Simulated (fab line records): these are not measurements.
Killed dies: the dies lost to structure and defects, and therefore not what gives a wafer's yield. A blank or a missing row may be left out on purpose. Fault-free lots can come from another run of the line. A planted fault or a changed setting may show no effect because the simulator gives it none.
Which of the tools did it? || flow nand harc || 24 lots with 72 wafers sampled at 4 steps, on a route of 1302 steps

## WHAT EACH GAUGE READ, for each wafer
NHARC_P_M0_OVL_MEAS_10: pitch 180 nm. Usual: overlay x nm -0.1 nm, standard deviation 0.68; overlay y nm -0.1 nm, standard deviation 0.94.
{"lot": "L074", "measured": "day 6 05:57", "on": "overlay-02", "overlay x nm (nm)": "0.2 -0.3 -0.1", "overlay y nm (nm)": "-1.3 -1.2 -0.7", "flag": ""}
{"lot": "L075", "measured": "day 6 09:12", "on": "overlay-01", "overlay x nm (nm)": "-1.5 -0.8 -1.3", "overlay y nm (nm)": "1.6 1.5 1.6", "flag": ""}
{"lot": "L076", "measured": "day 6 19:32", "on": "overlay-01", "overlay x nm (nm)": "-0.3 0.1 -0.8", "overlay y nm (nm)": "0.1 -0.2 0.1", "flag": ""}
{"lot": "L077", "measured": "day 7 07:58", "on": "overlay-01", "overlay x nm (nm)": "-0.4 0.1 -0.2", "overlay y nm (nm)": "-0.2 -0.3 -0.7", "flag": ""}
{"lot": "L078", "measured": "day 7 20:03", "on": "overlay-01", "overlay x nm (nm)": "-0.9 -1.3 -0.9", "overlay y nm (nm)": "-0.7 -0.4 0.0", "flag": ""}
{"lot": "L079", "measured": "day 8 00:53", "on": "overlay-02", "overlay x nm (nm)": "0.8 0.6 0.8", "overlay y nm (nm)": "0.1 0.1 0.2", "flag": ""}
{"lot": "L080", "measured": "day 8 18:07", "on": "overlay-01", "overlay x nm (nm)": "-0.6 -1.0 -0.5", "overlay y nm (nm)": "1.3 0.9 1.5", "flag": ""}
{"lot": "L081", "measured": "day 9 04:25", "on": "overlay-02", "overlay x nm (nm)": "0.7 0.6 0.4", "overlay y nm (nm)": "0.3 0.7 0.1", "flag": ""}
{"lot": "L082", "measured": "day 9 09:10", "on": "overlay-01", "overlay x nm (nm)": "0.9 0.7 0.5", "overlay y nm (nm)": "-0.8 -0.7 -0.6", "flag": ""}
{"lot": "L083", "measured": "day 10 04:05", "on": "overlay-02", "overlay x nm (nm)": "0.0 0.2 -0.3", "overlay y nm (nm)": "-1.0 -1.2 -0.9", "flag": ""}
{"lot": "L084", "measured": "day 10 08:20", "on": "overlay-02", "overlay x nm (nm)": "-0.2 -0.4 -0.1", "overlay y nm (nm)": "-0.3 -0.3 -0.5", "flag": ""}
{"lot": "L085", "measured": "day 10 11:53", "on": "overlay-01", "overlay x nm (nm)": "-1.2 -0.8 -0.9", "overlay y nm (nm)": "0.6 0.9 0.8", "flag": ""}
{"lot": "L086", "measured": "day 10 23:14", "on": "overlay-01", "overlay x nm (nm)": "-0.4 -1.1 -1.0", "overlay y nm (nm)": "0.7 1.0 0.4", "flag": ""}
{"lot": "L087", "measured": "day 11 10:43", "on": "overlay-01", "overlay x nm (nm)": "-0.7 -0.6 -0.8", "overlay y nm (nm)": "-0.5 -1.0 -0.5", "flag": ""}
{"lot": "L089", "measured": "day 12 05:17", "on": "overlay-01", "overlay x nm (nm)": "-0.8 -1.0 -0.4", "overlay y nm (nm)": "-0.6 -1.5 -0.7", "flag": ""}
{"lot": "L088", "measured": "day 12 07:47", "on": "overlay-01", "overlay x nm (nm)": "0.5 0.4 0.1", "overlay y nm (nm)": "-1.5 -2.1 -2.1", "flag": ""}
{"lot": "L090", "measured": "day 13 01:15", "on": "overlay-02", "overlay x nm (nm)": "0.1 0.3 0.1", "overlay y nm (nm)": "0.0 -1.2 -0.3", "flag": ""}
{"lot": "L091", "measured": "day 13 03:30", "on": "overlay-01", "overlay x nm (nm)": "0.4 0.5 0.2", "overlay y nm (nm)": "1.8 1.4 1.3", "flag": ""}
{"lot": "L092", "measured": "day 13 13:28", "on": "overlay-02", "overlay x nm (nm)": "-0.2 -0.2 -0.8", "overlay y nm (nm)": "-0.1 0.5 0.1", "flag": ""}
{"lot": "L093", "measured": "day 13 22:57", "on": "overlay-01", "overlay x nm (nm)": "0.5 0.5 0.8", "overlay y nm (nm)": "-1.2 -1.8 -1.5", "flag": ""}
{"lot": "L094", "measured": "day 14 14:32", "on": "overlay-01", "overlay x nm (nm)": "0.0 -0.3 0.4", "overlay y nm (nm)": "-1.1 -1.6 -1.4", "flag": ""}
{"lot": "L095", "measured": "day 14 18:17", "on": "overlay-01", "overlay x nm (nm)": "1.2 1.5 1.0", "overlay y nm (nm)": "-0.2 0.0 -0.1", "flag": ""}
{"lot": "L096", "measured": "day 15 07:42", "on": "overlay-02", "overlay x nm (nm)": "-0.4 -0.4 -0.1", "overlay y nm (nm)": "0.2 0.2 0.1", "flag": ""}
{"lot": "L097", "measured": "day 15 17:10", "on": "overlay-01", "overlay x nm (nm)": "-0.2 0.0 0.2", "overlay y nm (nm)": "0.9 1.1 0.4", "flag": ""}

NHARC_P_M0_INSPECT_11. Usual: 4.0 for raw defect count, sd 2.9.
{"lot": "L074", "measured": "day 6 05:59", "on": "defect inspect-01", "raw defect count": "4 1 6", "flag": ""}
{"lot": "L075", "measured": "day 6 09:14", "on": "defect inspect-02", "raw defect count": "0 3 2", "flag": ""}
{"lot": "L076", "measured": "day 6 19:35", "on": "defect inspect-02", "raw defect count": "6 3 4", "flag": ""}
{"lot": "L077", "measured": "day 7 08:00", "on": "defect inspect-01", "raw defect count": "3 6 2", "flag": ""}
{"lot": "L078", "measured": "day 7 20:05", "on": "defect inspect-01", "raw defect count": "4 0 2", "flag": ""}
{"lot": "L079", "measured": "day 8 00:55", "on": "defect inspect-02", "raw defect count": "5 2 3", "flag": ""}
{"lot": "L080", "measured": "day 8 18:09", "on": "defect inspect-01", "raw defect count": "3 3 2", "flag": ""}
{"lot": "L081", "measured": "day 9 04:27", "on": "defect inspect-01", "raw defect count": "8 1 5", "flag": ""}
{"lot": "L082", "measured": "day 9 09:13", "on": "defect inspect-02", "raw defect count": "3 3 4", "flag": ""}
{"lot": "L083", "measured": "day 10 04:07", "on": "defect inspect-01", "raw defect count": "2 6 7", "flag": ""}
{"lot": "L084", "measured": "day 10 08:22", "on": "defect inspect-01", "raw defect count": "2 8 3", "flag": ""}
{"lot": "L085", "measured": "day 10 11:55", "on": "defect inspect-01", "raw defect count": "2 8 14", "flag": ""}
{"lot": "L086", "measured": "day 10 23:16", "on": "defect inspect-02", "raw defect count": "1 5 9", "flag": ""}
{"lot": "L087", "measured": "day 11 10:44", "on": "defect inspect-02", "raw defect count": "1 2 3", "flag": ""}
{"lot": "L089", "measured": "day 12 05:20", "on": "defect inspect-02", "raw defect count": "12 9 12", "flag": ""}
{"lot": "L088", "measured": "day 12 07:50", "on": "defect inspect-02", "raw defect count": "5 10 4", "flag": ""}
{"lot": "L090", "measured": "day 13 01:17", "on": "defect inspect-01", "raw defect count": "5 8 8", "flag": ""}
{"lot": "L091", "measured": "day 13 03:32", "on": "defect inspect-02", "raw defect count": "3 1 3", "flag": ""}
{"lot": "L092", "measured": "day 13 13:30", "on": "defect inspect-02", "raw defect count": "2 2 4", "flag": ""}
{"lot": "L093", "measured": "day 13 22:59", "on": "defect inspect-01", "raw defect count": "1 0 5", "flag": ""}
{"lot": "L094", "measured": "day 14 14:35", "on": "defect inspect-02", "raw defect count": "4 3 1", "flag": ""}
{"lot": "L095", "measured": "day 14 18:19", "on": "defect inspect-02", "raw defect count": "3 4 2", "flag": ""}
{"lot": "L096", "measured": "day 15 07:44", "on": "defect inspect-02", "raw defect count": "7 6 5", "flag": ""}
{"lot": "L097", "measured": "day 15 17:12", "on": "defect inspect-01", "raw defect count": "1 2 3", "flag": ""}

NHARC_P_M0_THK_MEAS_24: measures by xrf. Usual: 117.9 nm for thk nm, sd 2.1.
{"lot": "L074", "measured": "day 6 08:22", "on": "film metro-01", "thk nm (nm)": "117.0 116.8 117.3", "flag": ""}
{"lot": "L075", "measured": "day 6 11:37", "on": "film metro-02", "thk nm (nm)": "119.6 117.7 119.9", "flag": ""}
{"lot": "L076", "measured": "day 6 21:58", "on": "film metro-01", "thk nm (nm)": "116.3 119.9 119.5", "flag": ""}
{"lot": "L077", "measured": "day 7 10:34", "on": "film metro-02", "thk nm (nm)": "119.3 120.5 119.7", "flag": ""}
{"lot": "L078", "measured": "day 7 22:28", "on": "film metro-01", "thk nm (nm)": "117.8 113.5 117.9", "flag": ""}
{"lot": "L079", "measured": "day 8 03:47", "on": "film metro-01", "thk nm (nm)": "118.9 118.2 118.6", "flag": ""}
{"lot": "L080", "measured": "day 8 20:52", "on": "film metro-02", "thk nm (nm)": "118.4 116.2 118.1", "flag": ""}
{"lot": "L081", "measured": "day 9 06:52", "on": "film metro-01", "thk nm (nm)": "115.7 116.6 116.5", "flag": ""}
{"lot": "L082", "measured": "day 9 11:38", "on": "film metro-01", "thk nm (nm)": "117.7 122.0 119.6", "flag": ""}
{"lot": "L083", "measured": "day 10 06:31", "on": "film metro-01", "thk nm (nm)": "118.4 115.0 117.0", "flag": ""}
{"lot": "L084", "measured": "day 10 10:51", "on": "film metro-01", "thk nm (nm)": "119.4 117.9 119.3", "flag": ""}
{"lot": "L085", "measured": "day 10 14:17", "on": "film metro-02", "thk nm (nm)": "117.4 119.4 118.7", "flag": ""}
{"lot": "L086", "measured": "day 11 01:38", "on": "film metro-01", "thk nm (nm)": "119.4 116.8 118.2", "flag": ""}
{"lot": "L087", "measured": "day 11 13:08", "on": "film metro-02", "thk nm (nm)": "120.6 117.3 117.6", "flag": ""}
{"lot": "L089", "measured": "day 12 07:43", "on": "film metro-02", "thk nm (nm)": "114.6 114.7 120.0", "flag": ""}
{"lot": "L088", "measured": "day 12 10:13", "on": "film metro-01", "thk nm (nm)": "115.0 116.5 118.2", "flag": ""}
{"lot": "L090", "measured": "day 13 03:40", "on": "film metro-01", "thk nm (nm)": "114.4 117.5 118.4", "flag": ""}
{"lot": "L091", "measured": "day 13 05:55", "on": "film metro-01", "thk nm (nm)": "117.3 115.2 121.5", "flag": ""}
{"lot": "L092", "measured": "day 13 15:59", "on": "film metro-01", "thk nm (nm)": "120.5 120.8 120.5", "flag": ""}
{"lot": "L093", "measured": "day 14 01:29", "on": "film metro-02", "thk nm (nm)": "120.6 120.7 120.5", "flag": ""}
{"lot": "L094", "measured": "day 14 16:57", "on": "film metro-01", "thk nm (nm)": "117.7 116.7 117.4", "flag": ""}
{"lot": "L095", "measured": "day 14 20:42", "on": "film metro-01", "thk nm (nm)": "116.6 115.1 112.3", "flag": ""}
{"lot": "L096", "measured": "day 15 10:08", "on": "film metro-01", "thk nm (nm)": "112.9 114.3 120.4", "flag": ""}
{"lot": "L097", "measured": "day 15 19:54", "on": "film metro-01", "thk nm (nm)": "117.6 113.6 116.0", "flag": ""}

## WHICH TOOL RAN EACH LOT (tool, then ch and the chambers of the sampled wafers, then the start)
{"lot": "L074", "NHARC_P_M0_CMP_23": "cmp-03 ch 0,1, day 6 08:05"}
{"lot": "L075", "NHARC_P_M0_CMP_23": "cmp-03 ch 0,2, day 6 11:20"}
{"lot": "L076", "NHARC_P_M0_CMP_23": "cmp-02 ch 0,3, day 6 21:39"}
{"lot": "L077", "NHARC_P_M0_CMP_23": "cmp-03 ch 0,2, day 7 10:17"}
{"lot": "L078", "NHARC_P_M0_CMP_23": "cmp-04 ch 1,2, day 7 22:10"}
{"lot": "L079", "NHARC_P_M0_CMP_23": "cmp-02 ch 0,2, day 8 03:30"}
{"lot": "L080", "NHARC_P_M0_CMP_23": "cmp-03 ch 0,1,3, day 8 20:35"}
{"lot": "L081", "NHARC_P_M0_CMP_23": "cmp-04 ch 1,3, day 9 06:35"}
{"lot": "L082", "NHARC_P_M0_CMP_23": "cmp-02 ch 0,2,3, day 9 11:19"}
{"lot": "L083", "NHARC_P_M0_CMP_23": "cmp-02 ch 0,1,3, day 10 06:11"}
{"lot": "L084", "NHARC_P_M0_CMP_23": "cmp-03 ch 0,1,2, day 10 10:32"}
{"lot": "L085", "NHARC_P_M0_CMP_23": "cmp-03 ch 0,1,3, day 10 13:58"}
{"lot": "L086", "NHARC_P_M0_CMP_23": "cmp-02 ch 1,3, day 11 01:19"}
{"lot": "L087", "NHARC_P_M0_CMP_23": "cmp-03 ch 0,2,3, day 11 12:53"}
{"lot": "L089", "NHARC_P_M0_CMP_23": "cmp-04 ch 0,1,3, day 12 07:24"}
{"lot": "L088", "NHARC_P_M0_CMP_23": "cmp-02 ch 2,3, day 12 09:55"}
{"lot": "L090", "NHARC_P_M0_CMP_23": "cmp-04 ch 0,1,2, day 13 03:22"}
{"lot": "L091", "NHARC_P_M0_CMP_23": "cmp-02 ch 1,2,3, day 13 05:36"}
{"lot": "L092", "NHARC_P_M0_CMP_23": "cmp-03 ch 1,2,3, day 13 15:42"}
{"lot": "L093", "NHARC_P_M0_CMP_23": "cmp-03 ch 0,2,3, day 14 01:15"}
{"lot": "L094", "NHARC_P_M0_CMP_23": "cmp-02 ch 0,2, day 14 16:40"}
{"lot": "L095", "NHARC_P_M0_CMP_23": "cmp-04 ch 1,2, day 14 20:25"}
{"lot": "L096", "NHARC_P_M0_CMP_23": "cmp-04 ch 0,1, day 15 09:51"}
{"lot": "L097", "NHARC_P_M0_CMP_23": "cmp-04 ch 1,2,3, day 15 19:37"}
- NHARC_P_M0_CMP_23: polishes, t overpolish 20 s, target thk 117.54 nm.

## WHAT THE TOOLS THEMSELVES READ (means of the sampled wafers that have a number; where no wafer has one, the mark that the record gives instead)
NHARC_P_M0_CMP_23. Usual: motor current A 12.0 A, standard deviation 1.2; time to endpoint s 29 s, standard deviation 3.5.
{"lot": "L074", "tool": "cmp-03", "motor current A (A)": 12.4, "time to endpoint s (s)": 27, "flag": ""}
{"lot": "L075", "tool": "cmp-03", "motor current A (A)": 13.3, "time to endpoint s (s)": 29, "flag": ""}
{"lot": "L076", "tool": "cmp-02", "motor current A (A)": 11.8, "time to endpoint s (s)": 28, "flag": ""}
{"lot": "L077", "tool": "cmp-03", "motor current A (A)": 12.5, "time to endpoint s (s)": 30, "flag": ""}
{"lot": "L078", "tool": "cmp-04", "motor current A (A)": 10.8, "time to endpoint s (s)": 26, "flag": ""}
{"lot": "L079", "tool": "cmp-02", "motor current A (A)": 12.7, "time to endpoint s (s)": 31, "flag": ""}
{"lot": "L080", "tool": "cmp-03", "motor current A (A)": 11.9, "time to endpoint s (s)": 31, "flag": ""}
{"lot": "L081", "tool": "cmp-04", "motor current A (A)": 10.6, "time to endpoint s (s)": 24, "flag": ""}
{"lot": "L082", "tool": "cmp-02", "motor current A (A)": 11.9, "time to endpoint s (s)": 33, "flag": ""}
{"lot": "L083", "tool": "cmp-02", "motor current A (A)": 12.1, "time to endpoint s (s)": 28, "flag": ""}
{"lot": "L084", "tool": "cmp-03", "motor current A (A)": 13.3, "time to endpoint s (s)": 33, "flag": ""}
{"lot": "L085", "tool": "cmp-03", "motor current A (A)": 12.6, "time to endpoint s (s)": 33, "flag": ""}
{"lot": "L086", "tool": "cmp-02", "motor current A (A)": 11.1, "time to endpoint s (s)": 28, "flag": ""}
{"lot": "L087", "tool": "cmp-03", "motor current A (A)": 11.8, "time to endpoint s (s)": 28, "flag": ""}
{"lot": "L089", "tool": "cmp-04", "motor current A (A)": 10.9, "time to endpoint s (s)": 27, "flag": ""}
{"lot": "L088", "tool": "cmp-02", "motor current A (A)": 10.5, "time to endpoint s (s)": 26, "flag": ""}
{"lot": "L090", "tool": "cmp-04", "motor current A (A)": 11.2, "time to endpoint s (s)": 29, "flag": ""}
{"lot": "L091", "tool": "cmp-02", "motor current A (A)": 11.7, "time to endpoint s (s)": 30, "flag": ""}
{"lot": "L092", "tool": "cmp-03", "motor current A (A)": 13.3, "time to endpoint s (s)": 33, "flag": ""}
{"lot": "L093", "tool": "cmp-03", "motor current A (A)": 12.2, "time to endpoint s (s)": 30, "flag": ""}
{"lot": "L094", "tool": "cmp-02", "motor current A (A)": 13.1, "time to endpoint s (s)": 32, "flag": ""}
{"lot": "L095", "tool": "cmp-04", "motor current A (A)": 10.6, "time to endpoint s (s)": 26, "flag": ""}
{"lot": "L096", "tool": "cmp-04", "motor current A (A)": 10.5, "time to endpoint s (s)": 24, "flag": ""}
{"lot": "L097", "tool": "cmp-04", "motor current A (A)": 11.1, "time to endpoint s (s)": 28, "flag": ""}

## THE ANSWER, worked out from the rows above alone
Rule: take the mean of a lot's wafers that have a number; if it is more than 3 standard deviations from the usual mean, the lot is off. Also off: a lot with no number at a reading for which 4 or more lots have one. Any other lot the step has rows for is counted as sound. The gauges are gone through in route order, then the tools' own readings, and for those a lot's mean is taken as printed above. At the first step where some lot is off, the reading lying furthest off is the one used; lots without a number count as furthest.
Across all readings shown, no lot is off: no conclusion can be drawn from this.

## WHAT WAS PUT IN BY THE SIMULATOR
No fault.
